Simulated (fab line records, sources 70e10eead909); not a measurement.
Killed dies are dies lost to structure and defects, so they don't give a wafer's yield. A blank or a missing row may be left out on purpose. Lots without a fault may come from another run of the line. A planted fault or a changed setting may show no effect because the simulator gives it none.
fab line records | flow nand_harc | part 1 of 2: steps 1 to 4 of 6
record lots=24 wafers=72 last_day=33
route steps=1302 shown A_STAIRCASE@808 A_SGD_CUT@907 A_WL_FILL@952
lots that met no fault: from a run of the same line without faults
start_h: hours from the record's first day to the start of the lot's first wafer shown | wait_h: hours since the lot's step before | " the same as in the row above | L1.1+2: a row that stands for several wafers | - no value, or no start given | * or withheld: withheld | < > ~ a bound
route shown NAME@n: a module of which the file shows steps, and the number in the route of the first | usual: mean/standard deviation of fault-free wafers | same: alike in all rows | chamber/n: place in a boat | sites: the reading at each site | _std_site: their standard deviation | _edge_site: outer sites' mean less inner sites' | radius_mm: how far each site lies from the wafer's centre | mask NAME#n: copy n | behind: the tool/chamber that last shaped the wafer | hold: why the lot was held/for how many hours/how that ended | device: the transistor (n, p or np) that didn't switch | end of line: the same wafers' tests at the end of the route | a step without rows: its recipe alone | killed: dies lost to structure and defects at the first sort, not the wafer's yield | map: a wafer's dies, x killed, . not, _ none there
set.NAME: the setting as run; set.NAME@STEP: as run at that earlier step | model.NAME: the simulator's own value behind a step, which no gauge read
steps of the route over a sample of lots; a table a step, a row a wafer
services: from which hour (start_h, from the record's first day; less than 0 if before it) a tool's chamber was out of use, for how many hours, and why
## steps
# step NHARC_A_STAIRCASE_ETCH_292
# recipe cf4_flow_sccm=100 chf3_flow_sccm=30 ar_flow_sccm=0 rf_w=500 bias_w=200 chemistry=CF4/CHF3
# usual drypump_motor_current_A=5.8/0.51 oes_product_au=0.938/0.023 rf_vpp_V=370.0/1.8 showerhead_plenum_p_Torr=1.56/0.045 throttle_valve_pct=16.802/0.0091
# columns lot.wafer tool chamber start_h wait_h drypump_motor_current_A oes_product_au rf_hours_counter_h rf_vpp_V showerhead_plenum_p_Torr throttle_valve_pct
L074.4 rie_diel-11 3 374.50 0.2 6.1 0.953 36 365.7 1.48 16.812
L074.1 " 1 " " 5.7 0.944 36 371.5 1.58 16.792
L074.3 " 2 " " 5.5 0.951 34 372.2 1.61 16.803
L075.3 rie_diel-11 0 390.06 0.1 6.5 0.914 44 368.9 1.52 16.807
L075.1 " 1 " " 5.7 0.932 42 370.6 1.58 16.783
L075.5 " 3 " " 6.1 0.931 - 367.0 1.48 16.787
L077.1 rie_diel-13 0 412.65 0.1 5.6 0.906 9 372.4 1.64 16.793
L077.3 " 1 " " 5.6 0.921 20 369.2 1.50 16.810
L077.2 " 2 " " 5.0 0.926 20 371.2 1.56 16.795
L076.4 rie_diel-02 1 413.39 0.1 6.3 0.973 2 369.6 1.61 16.809
L076.2 " 0 " " 5.1 0.964 3 369.6 1.59 16.803
L076.5 " 2 " " 6.3 0.951 - 369.1 1.55 16.827
L078.4 rie_diel-13 0 423.32 0.1 5.6 0.917 13 373.4 1.64 16.805
L078.6 " 1 " " 5.6 0.908 - 367.4 1.50 16.805
L078.5 " 2 " " 5.0 0.927 - 370.7 1.56 16.800
L079.1 rie_diel-11 2 432.30 0.1 5.5 0.949 60 372.6 1.60 16.797
L079.4 " 0 " " 6.5 0.939 - 369.2 1.52 16.795
L079.6 " 2 " " 5.6 0.956 - 371.3 1.60 16.813
L080.1 rie_diel-13 2 446.04 0.1 5.0 0.935 32 369.2 1.56 16.806
L080.4 " 0 " " 5.6 0.919 23 372.2 1.64 16.817
L080.5 " 2 " " 5.0 0.943 - 370.4 1.56 16.802
L081.3 rie_diel-13 3 447.96 0.1 6.3 0.926 26 371.8 1.60 16.807
L081.4 " 0 " " 5.6 0.921 23 372.1 1.64 16.801
L081.5 " 2 " " 4.9 0.940 - 371.0 1.56 16.806
L083.3 rie_diel-11 3 459.70 0.1 6.1 0.965 5 366.2 1.48 16.805
L083.6 " 1 " " 5.6 0.966 - 371.3 1.58 16.825
L083.5 " 2 " " 5.6 0.962 - 372.6 1.60 16.797
L082.4 rie_diel-13 1 461.05 0.1 5.6 0.913 40 369.6 1.50 16.798
L082.6 " 0 " " 5.6 0.908 - 372.4 1.64 16.801
L082.5 " 1 " " 5.6 0.921 - 367.7 1.50 16.804
L084.3 rie_diel-13 1 476.26 0.1 5.6 0.959 44 366.6 1.50 16.793
L084.4 " 0 " " 5.6 0.966 28 372.0 1.64 16.802
L084.6 " 2 " " 5.0 0.987 - 369.9 1.56 16.805
L085.1 rie_diel-02 1 484.31 0.1 6.3 0.918 25 370.8 1.60 16.784
L085.5 " 3 " " 5.2 0.924 - 369.1 1.54 16.799
L085.6 " 0 " " 5.1 0.919 - 371.0 1.58 16.802
L086.4 rie_diel-11 2 500.40 0.1 5.6 0.917 23 372.7 1.60 16.794
L086.1 " 3 " " 6.1 0.919 19 367.5 1.47 16.797
L086.5 " 1 " " 5.7 0.909 - 369.9 1.58 16.807
L087.2 rie_diel-11 2 515.85 0.1 5.6 0.906 28 372.0 1.59 16.786
L087.3 " 3 " " 6.1 0.916 24 368.4 1.47 16.799
L087.5 " 2 " " 5.6 0.918 - 372.0 1.59 16.801
L088.1 rie_diel-11 3 531.08 0.1 6.1 0.922 32 367.9 1.47 16.789
L088.3 " 1 " " 5.7 0.911 37 370.7 1.57 16.808
L088.4 " 2 " " 5.5 0.912 36 369.9 1.59 16.802
L089.1 rie_diel-13 0 532.41 0.1 5.6 0.967 0 371.8 1.63 16.801
L089.2 " 2 " " 5.0 0.963 0 370.8 1.55 16.803
L089.6 " 0 " " 5.6 0.954 - 370.9 1.63 16.803
L090.4 rie_diel-02 1 541.37 0.1 6.3 0.927 45 371.2 1.60 16.811
L090.2 " 3 " " 5.2 0.918 48 369.5 1.53 16.802
L090.5 " 0 " " 5.1 0.920 - 372.4 1.58 16.813
L091.4 rie_diel-11 3 543.07 0.1 6.1 0.910 35 367.0 1.47 16.788
L091.1 " 1 " " 5.7 0.907 39 369.7 1.57 16.796
L091.3 " 2 " " 5.5 0.916 38 370.0 1.59 16.803
L092.4 rie_diel-11 2 576.31 0.1 5.5 0.959 48 370.2 1.59 16.808
L092.1 " 3 " " 6.1 0.938 45 366.4 1.47 16.796
L092.6 " 0 " " 6.5 0.924 - 368.0 1.51 16.813
L094.4 rie_diel-02 1 580.54 0.1 6.3 0.961 0 369.0 1.59 16.810
L094.3 " 2 " " 6.3 0.963 0 370.0 1.54 16.802
L094.5 " 1 " " 6.3 0.955 - 371.4 1.59 16.793
L093.4 rie_diel-02 3 582.42 0.1 5.2 0.979 1 368.9 1.53 16.793
L093.2 " 1 " " 6.3 0.962 1 369.7 1.59 16.800
L093.6 " 3 " " 5.2 0.974 - 369.7 1.53 16.802
L095.2 rie_diel-02 3 599.04 0.1 5.2 0.983 5 370.8 1.53 16.809
L095.4 " 1 " " 6.3 0.968 7 371.3 1.59 16.804
L095.6 " 3 " " 5.2 0.984 - 368.7 1.53 16.776
L096.1 rie_diel-02 1 609.23 0.1 6.3 0.934 11 370.3 1.59 16.803
L096.3 " 2 " " 6.3 0.937 9 369.5 1.54 16.806
L096.6 " 3 " " 5.2 0.935 - 370.4 1.53 16.798
L097.1 rie_diel-02 1 613.58 0.1 6.3 0.930 12 370.9 1.59 16.781
L097.4 " 2 " " 6.3 0.937 10 370.2 1.54 16.808
L097.5 " 0 " " 5.1 0.934 - 369.2 1.57 16.811
# step NHARC_A_STAIRCASE_ETCHBACK_416
# recipe target_depth_a=360 time_s=7.2 c4f8_flow_sccm=withheld o2_flow_sccm=8 ar_flow_sccm=withheld rf_w=600 bias_w=800 chemistry=C4F8/O2/Ar
# usual oes_product_au=0.932/0.024 rf_vpp_V=722/3.2
# columns lot.wafer tool chamber start_h wait_h oes_product_au rf_hours_counter_h rf_vpp_V
L074.4 rie_diel-11 1 385.94 3.0 0.914 40 723
L074.3 " 2 " " 0.946 38 725
L074.1 " 3 " " 0.928 40 717
L075.3 rie_diel-13 0 - - 0.921 3 729
L075.1 " 2 " " 0.929 15 722
L075.5 " 0 " " 0.925 - 727
L077.1 rie_diel-13 3 - - 0.921 17 726
L077.2 " 0 " " 0.925 12 727
L077.3 " 1 " " 0.920 24 718
L076.2 rie_diel-13 1 - - 0.913 24 720
L076.4 " 0 " " 0.920 12 727
L076.5 " 1 " " 0.919 - 717
L078.4 rie_diel-02 1 - - 0.926 9 725
L078.6 " 3 " " 0.928 - 722
L078.5 " 0 " " 0.931 - 725
L079.1 rie_diel-02 3 - - 0.931 14 721
L079.4 " 0 " " 0.926 15 723
L079.6 " 3 " " 0.932 - 723
L080.1 rie_diel-13 3 - - 0.928 30 726
L080.4 " 1 " " 0.910 40 719
L080.5 " 0 " " 0.922 - 728
L081.4 rie_diel-13 3 - - 0.919 30 724
L081.3 " 0 " " 0.913 27 728
L081.5 " 2 " " 0.936 - 724
L083.3 rie_diel-13 2 - - 0.937 40 724
L083.5 " 1 " " 0.918 - 718
L083.6 " 2 " " 0.945 - 723
L082.4 rie_diel-11 2 - - 0.956 - 724
L082.6 " 3 " " 0.962 - 716
L082.5 " 1 " " 0.968 - 723
L084.4 rie_diel-13 0 - - 0.916 30 727
L084.3 " 2 " " 0.935 43 722
L084.6 " 1 " " 0.912 - 716
L085.1 rie_diel-13 0 - - 0.933 31 727
L085.5 " 1 " " 0.913 - 718
L085.6 " 2 " " 0.942 - 723
L086.1 rie_diel-11 3 - - 0.925 23 718
L086.4 " 0 " " 0.906 26 719
L086.5 " 2 " " 0.924 - 724
L087.3 rie_diel-02 3 - - 0.912 40 721
L087.2 " 1 " " 0.915 38 724
L087.5 " 2 " " 0.922 - 722
L088.3 rie_diel-13 1 - - 0.998 2 719
L088.1 " 2 " " 0.991 3 722
L088.4 " 3 " " 0.998 3 723
L089.1 rie_diel-11 0 - - 0.895 35 719
L089.2 " 2 " " 0.910 38 725
L089.6 " 1 " " 0.915 - 723
L090.2 rie_diel-13 2 - - 0.916 4 722
L090.5 " 1 " " 0.924 - 718
L090.4 " 0 " " 0.907 - 728
L091.3 rie_diel-13 2 - - 0.929 5 723
L091.1 " 0 " " 0.920 5 726
L091.4 " 1 " " 0.925 - 718
L092.4 rie_diel-11 0 - - 0.919 51 718
L092.1 " 1 " " 0.928 55 722
L092.6 " 0 " " 0.918 - 719
L094.3 rie_diel-02 2 594.56 3.1 0.932 5 721
L094.4 " 0 " " 0.929 - 722
L094.5 " 2 " " 0.932 - 721
L093.2 rie_diel-02 0 - - 0.930 6 723
L093.6 " 2 " " 0.938 - 720
L093.4 " 3 " " 0.916 - 720
L095.2 rie_diel-02 3 - - 0.934 9 720
L095.4 " 2 " " 0.951 10 719
L095.6 " 3 " " 0.936 - 719
L096.3 rie_diel-11 0 - - 1.003 0 720
L096.1 " 2 " " 1.003 0 724
L096.6 " 1 " " 1.002 - 723
L097.4 rie_diel-02 3 624.44 2.1 0.936 10 719
L097.1 " 1 " " 0.927 14 724
L097.5 " 2 " " 0.942 - 722
# step NHARC_A_SGD_CUT_ETCH_15
# recipe target_depth_a=750 time_s=64.3 ch3f_flow_sccm=50 o2_flow_sccm=30 ar_flow_sccm=200 rf_w=500 bias_w=100 chemistry=CH3F/O2
# usual drypump_motor_current_A=5.5/0.44 oes_product_au=0.957/0.018 rf_vpp_V=264.4/1.9 showerhead_plenum_p_Torr=2.49/0.11 throttle_valve_pct=20.663/0.01
# columns lot.wafer tool chamber start_h wait_h drypump_motor_current_A oes_product_au rf_hours_counter_h rf_vpp_V showerhead_plenum_p_Torr throttle_valve_pct
L074.4 rie_diel-03 0 - - 5.1 0.956 10 261.9 2.34 20.663
L074.3 " 2 " " 5.9 0.975 8 266.6 2.60 20.669
L074.1 " 3 " " 6.1 0.963 10 265.7 2.62 20.652
L075.3 rie_diel-06 3 - - 6.0 0.955 9 262.6 2.43 20.670
L075.1 " 0 " " 5.3 0.957 10 264.2 2.39 20.652
L075.5 " 1 " " 5.7 0.963 - 266.4 2.53 20.670
L076.2 rie_diel-06 1 - - 5.7 0.939 13 266.5 2.53 20.678
L076.4 " 0 " " 5.3 0.936 12 262.3 2.39 20.646
L076.5 " 2 " " 5.1 0.931 - 267.0 2.61 20.657
L077.3 rie_diel-06 2 - - 5.1 0.929 12 266.5 2.61 20.658
L077.1 " 3 " " 6.0 0.923 11 263.0 2.43 20.659
L077.2 " 1 " " 5.8 0.951 13 264.5 2.53 20.649
L078.4 rie_diel-06 3 - - 5.9 0.958 13 263.5 2.43 20.668
L078.5 " 3 " " 6.0 0.955 - 263.3 2.43 20.668
L078.6 " 0 " " 5.3 0.957 - 263.2 2.39 20.676
L079.4 rie_diel-01 0 - - 5.4 0.939 6 265.2 2.49 20.669
L079.1 " 2 " " 5.8 0.946 6 263.2 2.32 20.673
L079.6 " 0 " " 5.4 0.940 - 264.3 2.49 20.657
L081.4 rie_diel-03 1 - - 6.1 0.943 2 261.9 2.32 20.654
L081.3 " 2 " " 5.9 0.954 2 266.8 2.60 20.672
L081.5 " 1 " " 6.0 0.938 - 262.0 2.32 20.660
L080.4 rie_diel-06 1 - - 5.7 0.957 0 263.7 2.53 20.669
L080.1 " 3 " " 6.0 0.978 0 263.3 2.43 20.647
L080.5 " 1 " " 5.7 0.957 - 264.1 2.53 20.668
L083.3 rie_diel-03 1 - - 6.1 0.985 3 262.3 2.32 20.661
L083.5 " 2 " " 5.9 0.986 - 266.8 2.60 20.657
L083.6 " 3 " " 6.1 0.973 - 266.8 2.62 20.642
L082.4 rie_diel-06 2 - - 5.1 0.964 1 265.6 2.61 20.661
L082.6 " 0 " " 5.3 0.965 - 263.3 2.39 20.654
L082.5 " 1 " " 5.7 0.970 - 264.6 2.53 20.675
L084.4 rie_diel-01 3 - - 4.8 0.979 9 265.5 2.64 20.655
L084.3 " 0 " " 5.4 0.970 7 263.8 2.49 20.651
L084.6 " 3 " " 4.8 0.976 - 267.2 2.64 20.670
L085.1 rie_diel-01 1 - - 4.9 0.934 9 265.5 2.57 20.669
L085.6 " 3 " " 4.8 0.928 - 265.9 2.64 20.675
L085.5 " 0 " " 5.4 0.911 - 265.0 2.49 20.669
L086.1 rie_diel-06 2 - - 5.1 0.964 4 266.6 2.61 20.654
L086.4 " 3 " " 5.9 0.957 - 264.1 2.42 20.669
L086.5 " 0 " " 5.3 0.965 - 263.2 2.39 20.651
L087.3 rie_diel-01 3 - - 4.8 0.996 0 266.6 2.64 20.645
L087.2 " 1 " " 4.8 0.973 0 264.8 2.57 20.654
L087.5 " 3 " " 4.8 0.990 - 266.4 2.64 20.661
L088.3 rie_diel-06 1 - - 5.7 0.953 6 263.9 2.53 20.685
L088.1 " 3 " " 6.0 0.971 7 262.4 2.42 20.658
L088.4 " 0 " " 5.3 0.993 7 262.9 2.39 20.666
L089.1 rie_diel-03 0 - - 5.1 0.966 8 261.0 2.34 20.667
L089.2 " 3 " " 6.1 0.961 7 266.1 2.62 20.646
L089.6 " 1 " " 6.1 0.976 - 261.8 2.32 20.668
L091.4 rie_diel-01 2 - - 5.8 0.938 2 261.2 2.32 20.662
L091.3 " 0 " " 5.4 0.937 1 265.0 2.48 20.652
L091.1 " 1 " " 4.9 0.952 1 266.5 2.57 20.657
L090.2 rie_diel-06 1 - - 5.8 0.975 7 264.9 2.53 20.676
L090.4 " 3 " " 5.9 0.966 8 263.1 2.42 20.684
L090.5 " 2 " " 5.1 0.978 - 266.7 2.61 20.672
L093.4 rie_diel-06 2 - - 5.1 0.966 12 266.2 2.61 20.665
L093.2 " 3 " " 5.9 0.952 12 263.7 2.42 20.664
L093.6 " 3 " " 6.0 0.953 - 263.7 2.42 20.654
L092.1 rie_diel-01 0 - - 5.4 0.955 3 263.4 2.48 20.664
L092.4 " 2 " " 5.8 0.973 3 260.0 2.32 20.670
L092.6 " 0 " " 5.4 0.952 - 264.4 2.48 20.656
L094.3 rie_diel-01 2 - - 5.8 0.922 3 261.5 2.32 20.654
L094.4 " 1 " " 4.8 0.929 3 263.5 2.57 20.680
L094.5 " 3 " " 4.9 0.924 - 266.7 2.64 20.669
L095.4 rie_diel-03 3 - - 6.1 0.974 0 266.0 2.62 20.657
L095.2 " 0 " " 5.1 0.969 0 261.2 2.34 20.663
L095.6 " 3 " " 6.1 0.971 - 266.3 2.62 20.686
L096.1 rie_diel-03 0 - - 5.1 0.951 2 260.9 2.34 20.665
L096.3 " 3 " " 6.1 0.949 2 266.1 2.62 20.652
L096.6 " 0 " " 5.1 0.949 - 262.4 2.34 20.639
L097.1 rie_diel-01 1 - - 4.9 0.957 5 265.8 2.57 20.669
L097.4 " 2 " " 5.8 0.972 5 260.7 2.32 20.667
L097.5 " 0 " " 5.4 0.952 - 265.5 2.48 20.673
# step NHARC_A_WL_FILL_ALD_00
# recipe target_thk_a=30 pulse_time_s=3 ald_cycles=30 temp_c=300 material=Al2O3
# usual heater_power_w=467/33 precursor_pulse_height_rel=1.001/0.019
# columns lot.wafer tool chamber start_h wait_h heater_power_w precursor_pulse_height_rel
L074.4 ald_hk-04 3 454.79 0.1 441 0.981
L074.3 " 0 " " 488 1.003
L074.1 " 1 " " 434 1.005
L075.3 ald_hk-04 0 476.11 0.1 496 0.989
L075.1 " 3 " " 446 1.002
L075.5 " 0 " " 491 1.022
L077.2 ald_hk-03 0 489.13 0.1 477 0.988
L077.3 " 1 " " 478 0.997
L077.1 " 2 " " 428 1.001
L076.2 ald_hk-04 1 489.16 0.1 431 1.008
L076.4 " 2 " " 438 0.982
L076.5 " 0 " " 498 0.990
L078.4 ald_hk-04 2 503.15 0.1 434 1.024
L078.5 " 1 " " 429 1.004
L078.6 " 2 " " 442 1.018
L079.1 ald_hk-04 1 520.38 0.1 445 0.987
L079.4 " 2 " " 425 0.982
L079.6 " 0 " " 502 0.980
L080.1 ald_hk-02 3 525.04 0.1 443 1.013
L080.4 " 1 " " 397 0.983
L080.5 " 0 " " 500 0.977
L081.3 ald_hk-03 1 525.06 0.1 480 1.005
L081.4 " 2 " " 447 0.995
L081.5 " 1 " " 471 1.020
L082.4 ald_hk-03 3 537.03 0.1 544 1.014
L082.6 " 3 " " 522 1.026
L082.5 " 0 " " 480 0.996
L083.3 ald_hk-04 3 537.24 0.3 455 0.988
L083.6 " 0 " " 510 1.009
L083.5 " 1 " " 437 1.012
L084.4 ald_hk-02 3 556.26 0.1 476 0.993
L084.3 " 0 " " 489 0.979
L084.6 " 3 " " 473 1.007
L085.1 ald_hk-04 2 562.83 0.1 433 0.999
L085.5 " 2 " " 431 1.000
L085.6 " 3 " " 449 0.994
L086.4 ald_hk-02 3 589.98 0.1 490 1.007
L086.1 " 2 " " 514 1.001
L086.5 " 3 " " 463 0.981
L087.3 ald_hk-03 2 598.64 0.1 411 0.993
L087.2 " 3 " " 522 1.008
L087.5 " 1 " " 466 0.980
L088.1 ald_hk-04 3 610.31 0.1 442 0.986
L088.3 " 0 " " 504 0.985
L088.4 " 1 " " 440 0.993
L089.1 ald_hk-04 0 610.53 0.3 503 1.041
L089.2 " 1 " " 442 0.989
L089.6 " 3 " " 466 0.993
L091.1 ald_hk-04 3 622.30 2.1 464 0.965
L091.4 " 0 " " 508 0.977
L091.3 " 2 " " 403 1.015
L090.4 ald_hk-04 2 622.46 2.3 428 1.020
L090.2 " 1 " " 447 0.989
L090.5 " 2 " " 413 1.008
L093.4 ald_hk-04 1 665.88 0.6 454 1.046
L093.2 " 2 " " 433 0.995
L093.6 " 3 " " 464 0.987
L092.1 ald_hk-04 0 665.99 0.7 505 0.982
L092.4 " 3 " " 461 0.994
L092.6 " 1 " " 453 0.969
L094.4 ald_hk-02 0 673.38 0.1 491 0.997
L094.3 " 1 " " 413 0.992
L094.5 " 0 " " 496 1.011
L095.4 ald_hk-02 1 682.63 0.1 415 0.992
L095.2 " 0 " " 493 1.000
L095.6 " 1 " " 412 0.992
L096.1 ald_hk-02 1 698.27 0.1 414 1.003
L096.3 " 2 " " 527 1.007
L096.6 " 0 " " 494 1.008
L097.4 ald_hk-03 2 703.57 0.1 417 1.024
L097.1 " 3 " " 532 0.995
L097.5 " 1 " " 477 0.980
